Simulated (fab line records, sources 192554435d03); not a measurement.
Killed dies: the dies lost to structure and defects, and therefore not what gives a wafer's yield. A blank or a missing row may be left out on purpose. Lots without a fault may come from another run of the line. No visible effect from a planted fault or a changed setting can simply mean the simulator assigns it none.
2 desks, one fault	flow n5_finfet	every desk sees just its own numbers, and what lay behind them comes last

FROM THE METROLOGY DESK
Lot by lot, what the gauges showed, no matter which tool ran the lot: averages of those sampled wafers that carry a number. If a lot's mean is further than 4 standard deviations from the usual mean, the lot is out of limits and carries the mark OUT (the distance appears in the brackets).
Columns: A = cd_nm at N5_MOL_CONTACT_COAG_CD_MEAS_84, usual 25.10 nm
lot	first seen here	A
L594	day 5 06:49	24.75
L595	day 5 17:25	25.06
L596	day 5 21:38	25.11
L597	day 6 04:34	25.22
L598	day 6 19:17	25.25
L600	day 6 22:21	25.28
L602	day 7 07:59	25.14
L603	day 7 17:58	25.37
L604	day 7 20:44	25.42
L606	day 8 07:25	24.85
L607	day 8 15:03	24.99
L612	day 9 22:02	25.17
L614	day 10 06:57	25.19
L615	day 10 16:04	24.81
Result from this desk: across the 14 lots, nothing is out of limits.

FOR THE TOOL OWNER'S DESK: ald_sin-03
The tool's own readings at N5_MOL_CONTACT_COAG_ALD_123 (deposits SiNx, target thk 5 nm, pulse time 1 s, purge time 2 s): means of the sampled wafers that have a number, for each lot that ran on this tool. If a lot's mean is further than 4 standard deviations from the usual mean, the lot is out of limits and carries the mark OUT (the distance appears in the brackets).
Columns: A = heater_power_w at N5_MOL_CONTACT_COAG_ALD_123, usual 832 W; B = precursor_pulse_height_rel at N5_MOL_CONTACT_COAG_ALD_123, usual 1.001
lot	first seen here	A	B
L595	day 5 16:35	805	1.013
L604	day 7 19:53	817	1.017
L606	day 8 06:34	858	1.008
L612	day 9 21:10	774	0.996
L614	day 10 06:07	866	0.997
Result from this desk: across the 5 lots, nothing is out of limits.

ALL TOGETHER
Nothing out of limits was seen by the metrology desk.
The tool owner's desk saw nothing out of limits.

WHAT THE SIMULATOR HAD PUT IN
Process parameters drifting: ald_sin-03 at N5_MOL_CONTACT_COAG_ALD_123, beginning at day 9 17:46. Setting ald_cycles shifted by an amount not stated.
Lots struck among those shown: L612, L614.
